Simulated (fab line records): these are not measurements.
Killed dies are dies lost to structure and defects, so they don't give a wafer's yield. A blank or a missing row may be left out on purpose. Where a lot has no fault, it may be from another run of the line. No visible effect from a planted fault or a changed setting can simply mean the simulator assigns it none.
Comparing a struck lot with a sound one | flow nandHarc | 15 out of 1302 route steps
Sound: the wafers L365.2, L365.4, L365.5. Struck: wafer L377.2 (left out: L377.1, L377.4 of the same lot, which were not struck); the cause appears at the end.
Per side, at each step with rows, come the tool, then ch with its chambers, and then its first start. Under that, the readings that differ: sound wafers | struck wafers | difference of the means | sigmas: that difference in standard deviations of wafers without a fault.
alike: same words and numbers on both sides, and readings whose means sit less than 2 such deviations apart. not compared: any withheld reading, any reading some wafer has no value for, any bound like >300 that may hide the same value, and any number with overlapping values for which the record gives no deviation.
Wherever a step has rows on one side only, a row that says differs or no value, or a row with sigmas, the two part there. Non-overlapping numbers with no deviation appear without sigmas and do not part them. A reading that every wafer of one side lacks parts them only if that side has two wafers or more.

first, 1 step without rows for these wafers: NHARC_A_ONON_D1_DEP_00 (target thk 1000 nm).
NHARC_A_ONON_D1_THK_MEAS_02: measures by ellipsometry.
  sound on filmMetro-01 at day 8 11:24; struck on filmMetro-01 at day 13 19:56
  alike: thkNm
then, 1 step without rows for these wafers: NHARC_A_ONON_D1_DEP_03 (target thk 1000 nm).
NHARC_A_ONON_D1_THK_MEAS_05: measures by ellipsometry.
  sound on filmMetro-02 at day 8 11:58; struck on filmMetro-02 at day 13 20:31
  alike: thkNm
then, 1 step without rows for these wafers: NHARC_A_ONON_D1_DEP_06 (target thk 1000 nm).
NHARC_A_ONON_D1_THK_MEAS_08: measures by ellipsometry.
  sound on filmMetro-02 at day 8 12:32; struck on filmMetro-02 at day 13 21:04
  alike: thkNm
then, 1 step without rows for these wafers: NHARC_A_ONON_D1_DEP_09 (target thk 1000 nm).
NHARC_A_ONON_D1_THK_MEAS_11: measures by ellipsometry.
  sound on filmMetro-02 at day 8 13:06; struck on filmMetro-01 at day 13 21:38
reading    | sound          | struck | difference | sigmas
thkNm (nm) | 1020 1018 1019 | 993    | -26        | -3
then, 1 step without rows for these wafers: NHARC_A_ONON_D1_DEP_12 (target thk 1000 nm).
NHARC_A_ONON_D1_THK_MEAS_14: measures by ellipsometry.
  sound on filmMetro-02 at day 8 13:40; struck on filmMetro-02 at day 13 22:12
  alike: thkNm
then, 1 step without rows for these wafers: NHARC_A_ONON_D1_ANNEAL_15 (time 3600 s).
NHARC_A_ONON_D1_DEP_16: target thk 1000 nm.
  sound on pecvdOnon-01 ch 0, day 8 20:50; struck on pecvdOnon-01 ch 0, day 14 05:29
NHARC_A_ONON_D1_THK_MEAS_18: measures by ellipsometry.
  sound on filmMetro-02 at day 8 21:17; struck on filmMetro-01 at day 14 05:59
reading    | sound       | struck | difference | sigmas
thkNm (nm) | 984 986 985 | 662    | -323       | -29
then, 1 step without rows for these wafers: NHARC_A_ONON_D1_DEP_19 (target thk 1000 nm).
-- break in the record here, with 16 days between the starts of the struck wafers on either side (left off in module A_ONON_D1, picked up again in module END, where the first step shown is number 1302 on the route) --
NHARC_END_SORT_01:
  the record has rows for the struck wafers here (prober-01 ch 0, day 30 09:43) and none for the sound ones

== WHERE THEY PART ==
Last at NHARC_END_SORT_01 as far as this record goes, first at NHARC_A_ONON_D1_THK_MEAS_11.

WHY: what the simulator had put in
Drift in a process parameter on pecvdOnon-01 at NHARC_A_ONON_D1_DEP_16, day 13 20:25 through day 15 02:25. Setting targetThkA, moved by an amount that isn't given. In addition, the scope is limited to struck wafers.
